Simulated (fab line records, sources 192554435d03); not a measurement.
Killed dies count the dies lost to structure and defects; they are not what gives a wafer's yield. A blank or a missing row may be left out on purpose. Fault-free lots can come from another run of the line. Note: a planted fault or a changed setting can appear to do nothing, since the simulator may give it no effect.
Struck lot and sound lot, side by side ; flow n5_finfet ; 19 steps out of a route of 1938
Sound: these wafers, L224.2, L224.3, L224.4. The struck wafers were L243.2, L243.3, L243.4. The cause comes at the end.
For every step that has rows: the tool of each side, followed by ch and its chambers, followed by its first start. Under that, the readings that differ: sound wafers ; struck wafers ; difference of the means ; sigmas: that difference in standard deviations of wafers without a fault.
alike: a reading whose means differ by less than 2 such deviations, as well as words and numbers matching on both sides. not compared: withheld readings; readings where some wafer has no value; bounds like >300 that might hide an equal value; numbers whose values overlap and for which the record gives no deviation.
The two part at a step that has a row with sigmas, a row that says differs or no value, or rows on one side only. Numbers that don't overlap but have no deviation are shown without sigmas and don't part them. Lack of a reading on every wafer of one side parts them only where that side has two or more wafers.

N5_BEOL_M6_RS_MEAS_57: the measuring method here is four-point-probe.
  struck on film_metro-02, day 15 19:52; sound on film_metro-02, day 11 22:31
  alike: M6_RS
N5_BEOL_M6_INSPECT_58: inspects for defects (darkfield).
  struck on defect_inspect-02, day 15 19:53; sound on defect_inspect-02, day 11 22:33
  alike: raw_defect_count
N5_BEOL_M7_ILD_DEP_00: deposits SiCOH lowk from DEMS/porogen, target thk 179.75 nm, time 33.4 s.
  sound on pecvd-02 ch 0,1,2, day 11 22:35; struck on pecvd-02 ch 0,1,2, day 15 19:55
  alike: heater_power_w, showerhead_plenum_p_Torr, throttle_valve_pct
N5_BEOL_M7_CURE_74: cures SiCOH lowk, time 240 s.
  sound on uv_cure-01 ch 0, day 11 23:11; struck on uv_cure-02 ch 1, day 15 20:04
reading;sound;struck;difference;sigmas
wafer_temp_C_max;386.3 386.4 386.3;387.2 389.0 387.3;+1.5;+3
  alike: lamp_power_pct
N5_BEOL_M7_THK_MEAS_01:
  struck on film_metro-02, day 15 20:30; sound on film_metro-02, day 11 23:38
  alike: M7_ILD_THK
N5_BEOL_M7_PECVD_70: deposits SiO2 from TEOS/O2, target thk 20 nm, time 22.7 s.
  sound on pecvd-02 ch 0,1,2, day 11 23:41; struck on pecvd-01 ch 0,2, day 15 20:32
  alike: heater_power_w, showerhead_plenum_p_Torr, throttle_valve_pct
N5_BEOL_M7_HM_DEP_02: deposits TiN, target thk 20 nm.
  struck on pvd_sputter-01, day 15 21:15; sound on pvd_sputter-02, day 11 23:47
  alike: throttle_valve_pct
then, 5 steps without rows for these wafers: N5_BEOL_M7_COAT_59 (time 60 s, resist thk 100 nm); N5_BEOL_M7_COAT_60 (time 60 s, resist thk 35 nm); N5_BEOL_M7_COAT_05 (resist thk 90 nm); N5_BEOL_M7_EBR_07; N5_BEOL_M7_SOFTBAKE_06 (time 60 s).
N5_BEOL_M7_EXPOSE_08: exposes mask M7.
  sound on arfi_scanner-01 ch 0, day 12 00:10; struck on arfi_scanner-03 ch 0, day 15 21:31
reading;sound;struck;difference;sigmas
model.BEOL_M7.overlay_x_nm (nm);-0.2 -0.2 -0.2;14.4 14.4 14.4;+14.6;
  alike: mask, focus_offset_nm
then, 2 steps without rows for these wafers: N5_BEOL_M7_PEB_09 (peb time 60 s); N5_BEOL_M7_DEVELOP_10 (develop time 30 s).
N5_BEOL_M7_CD_MEAS_11: target cd 38.5 nm.
  sound on cd_sem-01 ch 0, day 12 00:17; struck on cd_sem-01 ch 0, day 15 21:38
  alike: cd_nm
N5_BEOL_M7_OVL_MEAS_12:
  sound on overlay-02 ch 0, day 12 00:19; struck on overlay-01 ch 0, day 15 21:40
reading;sound;struck;difference;sigmas
M7_OVL (nm);-0.8 0.0 -1.0;14.0 13.5 14.3;+14.5;+18
N5_BEOL_M7_INSPECT_13: inspects for defects (brightfield).
  struck on defect_inspect-02, day 15 21:41; sound on defect_inspect-01, day 12 00:20
  alike: raw_defect_count
-- a jump in the record: the struck wafers' starts before and after are 3 days apart (it breaks off in module BEOL_M7 and resumes in module PASSIVATION, where the first step shown is number 1936 of the route) --
N5_PASSIVATION_PROBE_49:
  struck on prober-02, day 19 06:27; sound on prober-02, day 15 13:47
  alike: defect_limited_yield, killed_at_M0_to_M3, killed_at_M4_up, killed_at_contacts, killed_at_front_end, killed_at_other, killed_dies, killed_on_rim, killed_open, killed_short, sort_bin_4_leakage, sort_bin_5_function, sort_bin_6_memory, sort_bin_8_speed, sort_n_pass, sort_yield_pct

== WHERE THEY PART ==
At N5_BEOL_M7_CURE_74 first; at N5_BEOL_M7_OVL_MEAS_12 last (within this record only). Later steps at which nothing parts them and some readings are alike: N5_BEOL_M7_INSPECT_13, N5_PASSIVATION_PROBE_49.

WHY: whatever the simulator had introduced
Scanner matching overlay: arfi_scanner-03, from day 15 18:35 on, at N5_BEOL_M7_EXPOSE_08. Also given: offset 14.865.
